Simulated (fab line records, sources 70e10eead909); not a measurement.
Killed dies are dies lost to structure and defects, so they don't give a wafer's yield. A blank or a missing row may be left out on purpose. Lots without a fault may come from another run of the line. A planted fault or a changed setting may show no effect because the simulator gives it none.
fab line records | flow nand_harc
record lots=24 wafers=72 last_day=25
route steps=1159 shown P_ZERO_WELL@67 P_STI@92 P_GATE@202 P_CONTACT@238
lots that met no fault: from a run of the same line without faults
start_h: hours from the record's first day to the start of the lot's first wafer shown | wait_h: hours since the lot's step before | " the same as in the row above | L1.1+2: a row that stands for several wafers | - no value, or no start given | * or withheld: withheld | < > ~ a bound
route shown NAME@n: a module of which the file shows steps, and the number in the route of the first | usual: mean/standard deviation of fault-free wafers | same: alike in all rows | chamber/n: place in a boat | sites: the reading at each site | _std_site: their standard deviation | _edge_site: outer sites' mean less inner sites' | radius_mm: how far each site lies from the wafer's centre | mask NAME#n: copy n | behind: the tool/chamber that last shaped the wafer | hold: why the lot was held/for how many hours/how that ended | device: the transistor (n, p or np) that didn't switch | end of line: the same wafers' tests at the end of the route | a step without rows: its recipe alone | killed: dies lost to structure and defects at the first sort, not the wafer's yield | map: a wafer's dies, x killed, . not, _ none there
set.NAME: the setting as run; set.NAME@STEP: as run at that earlier step | model.NAME: the simulator's own value behind a step, which no gauge read
steps of the route over a sample of lots; a table a step, a row a wafer
services: from which hour (start_h, from the record's first day; less than 0 if before it) a tool's chamber was out of use, for how many hours, and why
## steps
# step NHARC_P_ZERO_WELL_RTA_42
# recipe temp_c=1100 time_s=300
# usual lamp_power_pct=34.8/1.3 wafer_temp_C_max=1106.9/2.6
# columns lot.wafer tool chamber start_h wait_h lamp_power_pct wafer_temp_C_max
L074.1 rtp_anneal-01 0 19.07 - 33.2 1107.5
L074.2 " 0 " " 33.2 1109.2
L074.3 " 0 " " 33.2 1111.6
L075.1 rtp_anneal-02 0 24.90 - 35.8 1103.5
L075.3 " 0 " " 35.8 1106.8
L075.5 " 0 " " 35.8 1106.4
L076.2 rtp_anneal-01 0 34.62 - 33.2 1106.7
L076.4 " 0 " " 33.2 1109.2
L076.6 " 0 " " 33.2 1114.1
L077.2 rtp_anneal-01 0 37.16 - 33.2 1109.5
L077.4 " 0 " " 33.3 1112.9
L077.5 " 0 " " 33.2 1107.6
L078.2 rtp_anneal-02 0 42.75 - 35.9 1105.3
L078.4 " 0 " " 35.9 1104.7
L078.5 " 0 " " 35.8 1105.1
L079.1 rtp_anneal-01 0 49.06 - 33.1 1108.3
L079.2 " 0 " " 33.0 1108.2
L079.6 " 0 " " 33.1 1111.7
L080.1 rtp_anneal-02 0 54.79 - 35.9 1104.8
L080.5 " 0 " " 35.9 1105.2
L080.6 " 0 " " 35.8 1105.6
L081.1 rtp_anneal-02 0 60.87 - 35.9 1106.7
L081.3 " 0 " " 35.9 1105.7
L081.5 " 0 " " 35.9 1105.2
L082.2 rtp_anneal-02 0 67.13 - 35.9 1106.4
L082.4 " 0 " " 35.9 1104.1
L082.5 " 0 " " 35.9 1106.1
L083.1 rtp_anneal-01 0 72.75 - 33.2 1108.4
L083.4 " 0 " " 33.1 1111.0
L083.6 " 0 " " 33.2 1108.9
L084.1 rtp_anneal-02 0 78.66 - 35.9 1104.1
L084.2 " 0 " " 35.8 1104.2
L084.5 " 0 " " 35.8 1103.9
L085.1 rtp_anneal-02 0 84.54 - 35.8 1104.6
L085.3 " 0 " " 35.8 1105.6
L085.6 " 0 " " 35.9 1106.0
L086.1 rtp_anneal-01 0 90.66 - 33.2 1109.3
L086.2 " 0 " " 33.3 1108.8
L086.4 " 0 " " 33.2 1108.7
L087.2 rtp_anneal-02 0 97.08 - 35.9 1104.8
L087.3 " 0 " " 35.8 1106.4
L087.4 " 0 " " 35.9 1104.1
L088.1 rtp_anneal-02 0 102.92 - 35.9 1104.9
L088.3 " 0 " " 35.8 1105.6
L088.4 " 0 " " 35.8 1105.3
L089.2 rtp_anneal-01 0 109.04 - 33.2 1110.4
L089.4 " 0 " " 33.2 1109.2
L089.5 " 0 " " 33.2 1106.2
L090.2 rtp_anneal-01 0 115.03 - 33.2 1109.0
L090.4 " 0 " " 33.2 1110.1
L090.5 " 0 " " 33.2 1109.2
L091.1 rtp_anneal-02 0 121.13 - 35.9 1104.3
L091.4 " 0 " " 35.9 1106.3
L091.5 " 0 " " 35.9 1104.8
L092.1 rtp_anneal-02 0 127.10 - 35.8 1106.1
L092.3 " 0 " " 35.8 1104.5
L092.5 " 0 " " 35.9 1103.6
L093.1 rtp_anneal-01 0 132.88 - 33.2 1110.1
L093.3 " 0 " " 33.3 1112.4
L093.4 " 0 " " 33.2 1111.5
L094.1 rtp_anneal-02 0 138.99 - 35.9 1103.9
L094.2 " 0 " " 35.9 1104.8
L094.5 " 0 " " 35.9 1104.3
L095.2 rtp_anneal-02 0 144.96 - 35.9 1105.1
L095.4 " 0 " " 35.8 1105.5
L095.6 " 0 " " 36.0 1103.3
L096.1 rtp_anneal-01 0 150.85 - 33.3 1110.2
L096.2 " 0 " " 33.2 1110.3
L096.3 " 0 " " 33.2 1110.2
L097.2 rtp_anneal-02 0 157.02 - 35.8 1106.9
L097.4 " 0 " " 35.8 1104.1
L097.6 " 0 " " 35.9 1104.5
# step NHARC_P_STI_OCD_MEAS_17
# usual trench_depth_nm=301/4.4 trench_foot_cd_nm=158.6/2.4
# columns lot.wafer tool chamber start_h wait_h trench_depth_nm trench_foot_cd_nm
L074.1 ocd-02 - 39.72 0.1 300 159.1
L074.2 " - " " 311 156.6
L074.3 " - " " 303 158.6
L075.1 ocd-02 - 42.36 0.1 298 157.9
L075.3 " - " " 301 158.6
L075.5 " - " " 302 162.4
L076.2 ocd-01 - 54.36 0.1 303 157.3
L076.4 " - " " 299 154.1
L076.6 " - " " 300 158.3
L077.2 ocd-02 - 54.52 0.1 310 156.8
L077.4 " - " " 305 160.1
L077.5 " - " " 301 158.9
L078.2 ocd-02 - 60.78 0.1 300 162.2
L078.4 " - " " 294 160.2
L078.5 " - " " 299 159.1
L079.1 ocd-02 - 76.81 0.1 299 155.1
L079.2 " - " " 302 161.7
L079.6 " - " " 297 157.5
L081.1 ocd-01 - 76.84 0.1 299 158.8
L081.3 " - " " 298 157.7
L081.5 " - " " 295 160.1
L080.1 ocd-02 - 76.97 0.1 301 155.4
L080.5 " - " " 302 156.2
L080.6 " - " " 300 155.3
L082.2 ocd-01 - 84.83 0.1 295 156.1
L082.4 " - " " 298 161.1
L082.5 " - " " 294 157.4
L084.1 ocd-01 - 92.92 0.1 297 159.9
L084.2 " - " " 297 163.6
L084.5 " - " " 295 160.8
L083.1 ocd-02 - 93.07 0.1 298 161.6
L083.4 " - " " 295 161.8
L083.6 " - " " 300 160.2
L085.1 ocd-01 - 104.54 0.1 301 156.4
L085.3 " - " " 298 156.7
L085.6 " - " " 304 154.0
L086.1 ocd-02 - 104.61 0.1 303 160.5
L086.2 " - " " 301 156.8
L086.4 " - " " 301 158.4
L087.2 ocd-01 - 115.04 0.1 304 154.1
L087.3 " - " " 301 160.8
L087.4 " - " " 304 156.3
L088.1 ocd-02 - 119.52 0.1 297 161.6
L088.3 " - " " 296 158.7
L088.4 " - " " 298 157.8
L089.2 ocd-01 - 126.82 0.1 303 155.0
L089.4 " - " " 297 158.0
L089.5 " - " " 304 152.5
L090.2 ocd-01 - 131.67 0.1 299 158.2
L090.4 " - " " 294 156.6
L090.5 " - " " 294 160.7
L091.1 ocd-01 - 137.96 0.1 305 157.0
L091.4 " - " " 308 162.1
L091.5 " - " " 305 158.4
L092.1 ocd-02 - 146.17 0.1 299 160.1
L092.3 " - " " 300 166.0
L092.5 " - " " 297 167.0
L093.1 ocd-01 - 146.38 0.1 312 157.7
L093.3 " - " " 310 156.0
L093.4 " - " " 306 157.4
L094.1 ocd-02 - 157.07 0.1 294 159.6
L094.2 " - " " 302 157.4
L094.5 " - " " 301 159.1
L095.2 ocd-02 - 161.49 0.1 305 161.7
L095.4 " - " " 305 156.2
L095.6 " - " " 305 160.4
L096.1 ocd-01 - 169.65 0.1 304 159.5
L096.2 " - " " 300 160.2
L096.3 " - " " 297 161.0
L097.2 ocd-02 - 176.78 0.1 308 156.3
L097.4 " - " " 308 159.9
L097.6 " - " " 311 157.8
# step NHARC_P_GATE_DESCUM_93
# recipe time_s=3 o2_flow_sccm=200 ar_flow_sccm=0 bias_power_w=0 chemistry=O2
# usual chamber_pressure_mTorr=59.99/0.058 drypump_motor_current_A=5.8/0.42 mfc_ar_sccm=0.003/0.0051 oes_product_au=1.001/0.01 rf_vpp_V=57.8/0.9 showerhead_plenum_p_Torr=1.91/0.056 throttle_valve_pct=11.311/0.0088
# columns lot.wafer tool chamber start_h wait_h chamber_pressure_mTorr drypump_motor_current_A mfc_ar_sccm oes_product_au rf_hours_counter_h rf_vpp_V showerhead_plenum_p_Torr throttle_valve_pct
L074.2 rie_diel-11 3 106.92 - 59.94 6.0 0 1.008 18 55.2 1.88 11.316
L074.3 " 0 " " 60.00 6.0 0 0.992 16 57.5 1.92 11.319
L074.1 " 1 " " 59.99 6.6 0.007 0.991 16 57.1 1.94 11.304
L075.3 rie_diel-08 1 107.90 - 59.98 6.3 0 0.999 52 56.1 1.82 11.311
L075.1 " 3 " " 60.06 5.8 0 0.994 55 58.6 1.90 11.313
L075.5 " 1 " " 60.02 6.2 0 1.003 - 56.1 1.82 11.309
L077.4 rie_diel-08 0 123.46 - 59.92 6.2 0 1.007 60 59.7 1.95 11.333
L077.2 " 2 " " 60.00 5.5 0.016 1.008 45 58.7 1.96 11.309
L077.5 " 3 " " 60.06 5.8 0 0.989 - 58.6 1.90 11.306
L076.4 rie_diel-13 1 123.95 - 59.94 5.2 0.002 1.003 3 57.4 1.89 11.315
L076.2 " 3 " " 59.96 5.6 0 1.024 4 57.6 1.89 11.307
L076.6 " 0 " " 60.02 5.4 0.014 1.005 - 57.4 1.84 11.313
L078.2 rie_diel-11 1 137.17 - 59.92 6.6 0.007 0.996 23 60.0 1.94 11.304
L078.4 " 3 " " 59.96 6.0 0 1.006 25 58.3 1.88 11.304
L078.5 " 2 " " 59.88 5.3 0 0.995 - 58.2 2.00 11.305
L081.3 rie_diel-11 3 146.60 - 59.90 6.0 0 1.012 26 57.0 1.88 11.320
L081.1 " 1 " " 60.03 6.6 0.007 0.997 24 58.7 1.94 11.318
L081.5 " 2 " " 60.03 5.3 0 0.997 - 58.7 2.00 11.308
L080.1 rie_diel-11 0 146.90 - 59.91 6.0 0 0.992 23 58.2 1.92 11.322
L080.5 " 1 " " 59.99 6.6 0.007 0.996 - 57.1 1.93 11.316
L080.6 " 2 " " 60.08 5.3 0 1.009 - 58.1 2.00 11.320
L079.1 rie_diel-11 2 149.10 - 59.98 5.3 0 1.012 27 58.1 2.00 11.326
L079.2 " 3 " " 60.07 6.0 0 1.008 26 58.0 1.88 11.309
L079.6 " 0 " " 59.83 6.0 0 1.000 - 59.0 1.92 11.299
L082.4 rie_diel-13 3 154.35 - 59.97 5.6 0 1.023 17 56.9 1.88 11.308
L082.2 " 0 " " 60.11 5.4 0.014 0.986 17 56.6 1.84 11.305
L082.5 " 3 " " 60.02 5.6 0 1.018 - 57.7 1.88 11.289
L083.4 rie_diel-11 3 158.76 - 60.00 6.0 0 1.014 28 57.2 1.88 11.297
L083.1 " 0 " " 59.95 6.0 0 0.996 26 57.0 1.92 11.315
L083.6 " 1 " " 59.93 6.5 0.007 0.996 - 58.0 1.93 11.320
L084.2 rie_diel-11 2 159.42 - 60.00 5.3 0 1.003 29 59.0 2.00 11.298
L084.1 " 1 " " 59.91 6.6 0.007 1.004 25 55.3 1.93 11.316
L084.5 " 2 " " 59.99 5.3 0 1.009 - 59.3 2.00 11.322
L088.4 rie_diel-08 3 181.51 - 60.02 5.8 0 0.998 19 57.5 1.90 11.310
L088.3 " 0 " " 60.00 6.3 0 0.995 20 57.6 1.94 11.296
L088.1 " 1 " " 59.94 6.2 0 1.010 20 57.2 1.82 11.306
L086.1 rie_diel-08 0 182.15 - 60.08 6.3 0 0.986 20 57.3 1.94 11.316
L086.2 " 2 " " 59.97 5.6 0.016 0.993 17 58.6 1.96 11.316
L086.4 " 3 " " 60.03 5.8 0 0.991 19 58.2 1.90 11.304
L085.3 rie_diel-08 0 183.48 - 59.96 6.3 0 0.992 20 58.3 1.94 11.311
L085.1 " 1 " " 59.97 6.3 0 1.017 20 56.7 1.82 11.312
L085.6 " 1 " " 60.01 6.2 0 1.008 - 56.6 1.82 11.310
L087.4 rie_diel-11 1 188.44 - 60.04 6.6 0.007 0.978 30 57.7 1.93 11.306
L087.3 " 2 " " 60.03 5.3 0 1.007 34 57.6 2.00 11.307
L087.2 " 3 " " 59.99 6.0 0 0.990 33 58.4 1.88 11.322
L089.4 rie_diel-08 0 192.81 - 60.07 6.3 0 0.987 24 57.0 1.94 11.307
L089.2 " 1 " " 59.99 6.2 0 1.000 23 58.2 1.81 11.308
L089.5 " 1 " " 60.03 6.3 0 1.001 - 56.6 1.82 11.305
L090.2 rie_diel-13 0 199.42 - 59.93 5.5 0.014 0.988 31 59.1 1.83 11.320
L090.4 " 2 " " 60.01 5.6 0 1.001 29 58.6 2.00 11.296
L090.5 " 0 " " 60.00 5.4 0.014 0.992 - 57.0 1.83 11.298
L091.1 rie_diel-11 0 207.55 - 59.95 6.0 0 1.008 3 55.5 1.92 11.311
L091.4 " 1 " " 60.07 6.6 0.007 0.976 3 58.0 1.93 11.317
L091.5 " 2 " " 59.94 5.3 0 0.992 - 58.3 2.00 11.306
L092.3 rie_diel-13 1 215.12 - 59.97 5.2 0.002 0.998 36 58.3 1.88 11.311
L092.1 " 2 " " 60.02 5.7 0 0.997 37 57.5 2.00 11.315
L092.5 " 0 " " 59.96 5.5 0.014 0.977 - 57.3 1.83 11.308
L093.4 rie_diel-13 3 215.32 - 59.97 5.6 0 1.016 38 58.5 1.88 11.306
L093.1 " 0 " " 60.00 5.5 0.014 0.992 37 55.9 1.83 11.311
L093.3 " 1 " " 60.04 5.2 0.002 1.001 36 57.0 1.88 11.330
L095.4 rie_diel-11 3 226.70 - 59.98 6.0 0 1.018 5 58.0 1.88 11.299
L095.2 " 2 " " 60.04 5.3 0 1.007 5 58.9 2.00 11.314
L095.6 " 0 " " 60.04 6.0 0 1.003 - 58.0 1.92 11.321
L094.1 rie_diel-11 3 229.35 - 60.09 6.0 0 1.005 6 59.0 1.88 11.310
L094.2 " 0 " " 60.04 6.0 0 1.001 7 57.9 1.92 11.318
L094.5 " 3 " " 59.98 5.9 0 1.009 - 57.9 1.88 11.309
L096.3 rie_diel-13 0 240.30 - 59.96 5.4 0.014 0.988 45 57.4 1.83 11.311
L096.1 " 1 " " 60.11 5.2 0.002 1.012 44 57.4 1.88 11.321
L096.2 " 2 " " 59.99 5.6 0 1.006 47 58.0 1.99 11.315
L097.2 rie_diel-11 2 248.66 - 60.03 5.3 0 1.009 8 58.0 2.00 11.321
L097.4 " 3 " " 59.91 6.0 0 1.020 8 58.8 1.87 11.314
L097.6 " 2 " " 59.94 5.3 0 0.996 - 56.8 1.99 11.300
# step NHARC_P_GATE_DEGAS_109
# recipe temp_c=300 time_s=60
# usual heater_power_w=477/49
# columns lot.wafer tool chamber start_h wait_h heater_power_w
L074.1 pvd_sputter-01 - 109.75 0.1 546
L074.2 " - " " 457
L074.3 " - " " 460
L075.3 pvd_sputter-01 - 109.90 0.1 449
L075.1 " - " " 484
L075.5 " - " " 455
L077.4 pvd_sputter-01 - 125.42 0.1 453
L077.2 " - " " 496
L077.5 " - " " 453
L076.2 pvd_sputter-03 - 125.91 0.1 431
L076.4 " - " " 426
L076.6 " - " " 477
L078.4 pvd_sputter-03 - 139.12 0.1 424
L078.2 " - " " 474
L078.5 " - " " 417
L081.3 pvd_sputter-03 - 148.55 0.1 430
L081.1 " - " " 473
L081.5 " - " " 411
L080.1 pvd_sputter-01 - 148.82 0.1 549
L080.5 " - " " 450
L080.6 " - " " 489
L079.2 pvd_sputter-01 - 151.14 0.1 474
L079.1 " - " " 448
L079.6 " - " " 485
L082.2 pvd_sputter-01 - 156.44 0.1 462
L082.4 " - " " 544
L082.5 " - " " 465
L083.4 pvd_sputter-03 - 160.75 0.1 430
L083.1 " - " " 400
L083.6 " - " " 417
L084.2 pvd_sputter-02 - 161.60 0.1 467
L084.1 " - " " 613
L084.5 " - " " 465
L088.1 pvd_sputter-01 - 183.46 0.1 467
L088.3 " - " " 520
L088.4 " - " " 468
L086.1 pvd_sputter-02 - 184.26 0.1 441
L086.2 " - " " 479
L086.4 " - " " 610
L085.3 pvd_sputter-02 - 185.50 0.1 438
L085.1 " - " " 468
L085.6 " - " " 493
L087.2 pvd_sputter-01 - 190.39 0.1 477
L087.4 " - " " 523
L087.3 " - " " 481
L089.4 pvd_sputter-03 - 194.76 0.1 428
L089.2 " - " " 479
L089.5 " - " " 427
L090.4 pvd_sputter-01 - 201.37 0.1 466
L090.2 " - " " 497
L090.5 " - " " 476
L091.1 pvd_sputter-02 - 209.74 0.1 488
L091.4 " - " " 443
L091.5 " - " " 476
L092.1 pvd_sputter-01 - 217.10 0.1 486
L092.3 " - " " 469
L092.5 " - " " 544
L093.3 pvd_sputter-01 - 217.75 0.1 477
L093.4 " - " " 461
L093.1 " - " " 531
L095.2 pvd_sputter-02 - 228.64 0.1 477
L095.4 " - " " 441
L095.6 " - " " 461
L094.1 pvd_sputter-03 - 231.32 0.1 402
L094.2 " - " " 454
L094.5 " - " " 483
L096.3 pvd_sputter-02 - 242.25 0.1 609
L096.1 " - " " 469
L096.2 " - " " 455
L097.2 pvd_sputter-02 - 250.62 0.1 597
L097.4 " - " " 444
L097.6 " - " " 599
# step NHARC_P_CONTACT_ETCH_18
# recipe target_depth_a=4810 time_s=240.5 c4f8_flow_sccm=20 o2_flow_sccm=10 ar_flow_sccm=withheld rf_w=600 bias_w=1500 chemistry=C4F8/O2/Ar
# usual chamber_pressure_mTorr=24.999/0.023 oes_product_au=0.962/0.018 rf_vpp_V=979/6.7
# columns lot.wafer tool chamber start_h wait_h chamber_pressure_mTorr oes_product_au rf_hours_counter_h rf_vpp_V
L074.3 rie_diel-03 1 - - 25.036 0.968 10 987
L074.2 " 3 " " 24.985 0.979 8 989
L074.1 " 0 " " 25.018 0.979 11 974
L075.1 rie_diel-03 1 - - 25.002 0.993 10 986
L075.3 " 2 " " 25.006 0.960 10 982
L075.5 " 3 " " 24.972 0.958 - 987
L077.2 rie_diel-03 2 - - 24.996 0.950 11 981
L077.4 " 3 " " 24.986 0.954 9 987
L077.5 " 2 " " 25.015 0.940 - 982
L076.2 rie_diel-09 1 - - 24.979 0.953 4 984
L076.4 " 0 " " 24.977 0.952 4 971
L076.6 " 2 " " 24.962 0.958 - 971
L078.2 rie_diel-09 2 - - 24.979 0.955 5 970
L078.4 " 1 " " 24.977 0.955 - 984
L078.5 " 2 " " 24.997 0.959 - 971
L081.1 rie_diel-09 2 - - 25.023 0.959 7 972
L081.3 " 1 " " 24.968 0.960 8 983
L081.5 " 0 " " 24.991 0.950 - 970
L080.1 rie_diel-03 1 - - 25.041 0.957 14 987
L080.5 " 1 " " 24.951 0.953 - 986
L080.6 " 3 " " 24.984 0.956 - 987
L079.2 rie_diel-03 1 - - 25.032 0.970 14 987
L079.1 " 3 " " 24.984 0.952 12 988
L079.6 " 3 " " 24.993 0.961 - 987
L082.4 rie_diel-03 0 - - 24.976 0.998 16 976
L082.2 " 3 " " 25.030 0.970 13 987
L082.5 " 0 " " 25.009 0.991 - 976
L083.1 rie_diel-09 1 - - 24.996 0.940 9 982
L083.4 " 2 " " 24.971 0.947 8 971
L083.6 " 0 " " 24.985 0.958 - 972
L084.1 rie_diel-09 0 - - 25.030 0.974 9 970
L084.2 " 2 " " 25.030 0.955 8 971
L084.5 " 0 " " 25.012 0.974 - 970
L088.3 rie_diel-03 0 - - 25.021 1.003 19 976
L088.4 " 1 " " 24.990 0.975 18 986
L088.1 " 3 " " 24.950 0.979 15 988
L086.1 rie_diel-04 0 - - 24.992 0.959 25 978
L086.2 " 2 " " 24.981 0.986 25 971
L086.4 " 3 " " 25.027 0.961 25 984
L085.3 rie_diel-03 0 - - 25.030 0.984 19 973
L085.1 " 1 " " 24.981 0.975 19 986
L085.6 " 2 " " 24.988 0.986 - 982
L087.4 rie_diel-09 0 - - 24.997 0.969 12 970
L087.2 " 1 " " 24.997 0.967 11 985
L087.3 " 2 " " 24.987 0.943 10 970
L089.2 rie_diel-09 2 - - 24.958 0.970 10 970
L089.4 " 3 " " 25.031 0.976 9 974
L089.5 " 1 " " 25.029 0.963 - 985
L090.2 rie_diel-09 1 - - 25.064 0.944 12 984
L090.5 " 0 " " 24.999 0.955 - 971
L090.4 " 2 " " 24.979 0.944 - 972
L091.4 rie_diel-09 3 - - 24.969 0.959 9 972
L091.1 " 1 " " 24.996 0.949 13 983
L091.5 " 2 " " 25.008 0.955 - 970
L092.1 rie_diel-09 2 - - 25.005 0.975 13 971
L092.3 " 0 " " 24.994 0.973 14 971
L092.5 " 2 " " 25.015 0.962 - 971
L093.3 rie_diel-09 3 - - 24.970 0.929 12 975
L093.4 " 1 " " 25.037 0.929 16 984
L093.1 " 2 " " 25.000 0.923 15 970
L095.4 rie_diel-03 0 - - 24.990 0.995 1 975
L095.2 " 2 " " 24.997 0.968 1 981
L095.6 " 0 " " 24.986 0.983 - 975
L094.1 rie_diel-09 3 - - 25.025 0.925 14 973
L094.2 " 0 " " 25.007 0.923 17 972
L094.5 " 0 " " 25.000 0.928 - 969
L096.2 rie_diel-09 0 - - 24.959 0.962 18 970
L096.1 " 2 " " 25.012 0.955 17 969
L096.3 " 3 " " 25.010 0.973 14 974
L097.4 rie_diel-03 0 - - 24.953 0.980 3 975
L097.2 " 1 " " 24.967 0.945 3 985
L097.6 " 2 " " 24.966 0.956 - 983
# step NHARC_P_CONTACT_STRIP_28
# recipe o2_flow_sccm=500 ar_flow_sccm=0 bias_w=0 chemistry=O2
# usual chamber_pressure_mTorr=60.00/0.053 drypump_motor_current_A=5.7/0.41 mfc_ar_sccm=0.008/0.011 oes_product_au=1.000/0.011 rf_vpp_V=57.9/0.97 showerhead_plenum_p_Torr=3.58/0.15 throttle_valve_pct=17.037/0.0095
# columns lot.wafer tool chamber start_h wait_h chamber_pressure_mTorr drypump_motor_current_A mfc_ar_sccm oes_product_au rf_hours_counter_h rf_vpp_V showerhead_plenum_p_Torr throttle_valve_pct
L074.2 rie_diel-03 1 113.73 0.1 59.95 5.4 0 1.007 10 57.1 3.74 17.035
L074.3 " 3 " " 60.09 6.0 0.024 1.006 8 58.9 3.78 17.016
L074.1 " 0 " " 59.98 6.0 0.029 1.023 11 58.3 3.46 17.034
L075.1 rie_diel-03 1 114.09 0.1 59.99 5.4 0 1.021 11 57.2 3.74 17.050
L075.3 " 3 " " 60.03 5.9 0.024 1.005 8 59.1 3.78 17.041
L075.5 " 1 " " 59.96 5.4 0 1.001 - 58.1 3.74 17.018
L077.4 rie_diel-03 0 129.37 0.1 59.98 6.0 0.029 1.021 12 58.1 3.45 17.046
L077.2 " 1 " " 60.15 5.4 0 1.006 11 57.3 3.74 17.018
L077.5 " 2 " " 60.05 5.3 0.006 0.994 - 58.5 3.61 17.034
L076.2 rie_diel-03 1 129.65 0.1 60.00 5.4 0 1.006 11 57.9 3.74 17.041
L076.4 " 2 " " 59.96 5.3 0.006 0.991 11 58.0 3.61 17.043
L076.6 " 0 " " 59.96 6.0 0.029 1.017 - 58.0 3.45 17.027
L078.2 rie_diel-09 1 143.11 0.1 59.95 4.9 0 1.001 6 59.9 3.68 17.035
L078.4 " 0 " " 60.02 6.3 0 1.001 - 55.7 3.36 17.047
L078.5 " 2 " " 60.08 5.4 0 0.991 - 58.6 3.34 17.036
L081.3 rie_diel-04 0 152.60 0.1 60.03 6.1 0 0.995 11 57.3 3.59 17.039
L081.1 " 1 " " 60.04 5.5 0.015 0.991 11 59.0 3.73 17.033
L081.5 " 3 " " 60.01 6.1 0.007 0.985 - 57.2 3.69 17.051
L080.1 rie_diel-09 2 153.11 0.1 59.92 5.4 0 0.989 7 56.3 3.34 17.032
L080.6 " 0 " " 60.02 6.4 0 0.997 - 57.8 3.35 17.055
L080.5 " 2 " " 59.98 5.4 0 0.978 - 56.2 3.34 17.040
L079.1 rie_diel-09 3 155.08 0.1 60.05 5.9 0 0.996 6 58.8 3.42 17.063
L079.2 " 0 " " 59.99 6.4 0 0.997 8 56.8 3.35 17.037
L079.6 " 2 " " 59.95 5.5 0 0.985 - 56.4 3.34 17.028
L082.4 rie_diel-03 0 160.16 0.1 60.01 5.9 0.029 1.017 16 57.4 3.45 17.035
L082.2 " 2 " " 60.03 5.3 0.006 1.006 14 60.5 3.61 17.034
L082.5 " 0 " " 60.01 6.0 0.029 1.019 - 56.9 3.45 17.038
L083.1 rie_diel-04 0 164.42 0.1 59.95 6.1 0 0.993 16 58.2 3.59 17.025
L083.4 " 1 " " 59.99 5.5 0.015 0.987 16 58.8 3.73 17.044
L083.6 " 1 " " 60.00 5.5 0.015 0.993 - 58.5 3.73 17.026
L084.1 rie_diel-03 1 165.30 0.1 59.99 5.4 0 1.006 16 57.6 3.74 17.030
L084.2 " 3 " " 59.91 6.0 0.024 1.001 13 59.2 3.78 17.030
L084.5 " 1 " " 59.95 5.4 0 1.008 - 57.9 3.74 17.022
L088.1 rie_diel-03 2 187.05 0.1 60.00 5.3 0.006 1.002 16 56.8 3.61 17.038
L088.4 " 3 " " 59.98 5.9 0.024 0.997 15 58.4 3.77 17.049
L088.3 " 0 " " 60.06 6.0 0.029 1.024 19 56.8 3.45 17.036
L086.2 rie_diel-09 2 187.95 0.1 60.00 5.4 0 0.991 10 57.3 3.34 17.031
L086.4 " 3 " " 60.03 6.0 0 0.989 8 56.7 3.42 17.044
L086.1 " 0 " " 60.03 6.3 0 0.989 11 57.2 3.35 17.033
L085.3 rie_diel-09 0 189.07 0.1 59.94 6.3 0 0.993 11 57.1 3.35 17.034
L085.1 " 1 " " 60.13 4.9 0 0.991 11 58.6 3.68 17.038
L085.6 " 1 " " 60.00 4.9 0 0.987 - 57.3 3.68 17.040
L087.2 rie_diel-03 1 194.09 0.1 59.95 5.4 0 1.011 19 57.9 3.73 17.043
L087.4 " 3 " " 59.91 5.9 0.024 0.999 17 58.9 3.77 17.030
L087.3 " 0 " " 60.03 6.0 0.029 1.022 20 57.2 3.45 17.045
L089.4 rie_diel-03 2 198.39 0.1 59.97 5.3 0.006 1.010 17 59.0 3.60 17.044
L089.2 " 3 " " 59.99 5.9 0.024 1.002 17 57.8 3.77 17.034
L089.5 " 1 " " 59.97 5.4 0 1.013 - 58.0 3.73 17.033
L090.4 rie_diel-03 1 205.62 0.1 59.92 5.4 0 1.013 20 56.8 3.73 17.030
L090.2 " 3 " " 60.04 5.9 0.024 0.992 17 58.7 3.77 17.026
L090.5 " 1 " " 59.89 5.4 0 1.017 - 57.5 3.73 17.055
L091.4 rie_diel-03 2 213.45 0.1 59.98 5.3 0.006 1.005 18 56.4 3.60 17.038
L091.1 " 1 " " 60.06 5.4 0 1.014 20 57.9 3.73 17.040
L091.5 " 2 " " 60.05 5.3 0.006 0.998 - 58.7 3.60 17.053
L092.1 rie_diel-04 2 221.82 0.4 60.01 5.4 0 0.999 40 57.5 3.38 17.033
L092.3 " 0 " " 59.97 6.1 0 0.989 37 58.7 3.57 17.026
L092.5 " 2 " " 60.02 5.4 0 1.005 - 59.1 3.38 17.041
L093.1 rie_diel-04 1 222.49 0.1 60.05 5.5 0.015 0.992 38 57.6 3.72 17.036
L093.3 " 0 " " 60.01 6.1 0 0.980 38 59.2 3.57 17.027
L093.4 " 1 " " 60.03 5.5 0.015 0.993 - 57.4 3.72 17.034
L095.2 rie_diel-04 0 232.51 0.1 60.15 6.1 0 1.001 40 58.3 3.57 17.037
L095.4 " 1 " " 60.06 5.5 0.015 0.989 41 57.2 3.72 17.046
L095.6 " 0 " " 59.96 6.1 0 0.991 - 58.0 3.57 17.029
L094.1 rie_diel-09 2 235.05 0.1 59.95 5.5 0 0.989 16 57.6 3.34 17.028
L094.2 " 0 " " 60.12 6.4 0 0.998 17 56.7 3.35 17.039
L094.5 " 2 " " 60.07 5.5 0 0.986 - 58.9 3.34 17.045
L096.3 rie_diel-09 0 246.05 0.1 59.95 6.4 0 1.003 18 58.3 3.35 17.023
L096.1 " 2 " " 59.92 5.4 0 0.992 17 57.3 3.34 17.044
L096.2 " 3 " " 59.97 6.0 0 1.001 14 57.6 3.41 17.026
L097.4 rie_diel-03 3 254.35 0.1 59.98 6.0 0.024 0.987 3 57.0 3.77 17.034
L097.2 " 2 " " 59.92 5.3 0.006 1.004 3 58.2 3.60 17.038
L097.6 " 0 " " 60.10 6.0 0.029 1.018 - 59.3 3.45 17.018
## services
# columns tool chamber start_h hours kind
rie_diel-03 0 10.02 7.4 repair
rie_diel-11 - 12.63 9.0 pm
rie_diel-03 3 15.22 2.4 repair
pvd_sputter-02 - 36.00 10.0 pm
rie_diel-11 1 36.47 1.3 repair
rie_diel-03 - 38.30 9.0 pm
rie_diel-09 - 40.44 1.3 repair
pvd_sputter-01 - 40.50 4.3 repair
rie_diel-03 3 50.11 16.7 repair
rie_diel-09 0 59.56 3.7 repair
rie_diel-09 - 77.10 9.0 pm
pvd_sputter-02 - 124.20 8.7 repair
rie_diel-09 2 132.54 5.3 repair
rie_diel-09 3 138.03 15.4 repair
rie_diel-03 - 144.21 0.9 repair
rie_diel-03 2 150.93 3.6 repair
pvd_sputter-01 - 158.00 10.0 pm
rie_diel-09 3 179.25 3.7 repair
rie_diel-11 - 189.63 9.0 pm
rie_diel-09 3 203.13 6.7 repair
pvd_sputter-01 - 214.43 1.0 repair
rie_diel-09 0 214.62 4.3 repair
rie_diel-03 - 215.30 9.0 pm
rie_diel-09 - 254.10 9.0 pm
## key
fault none
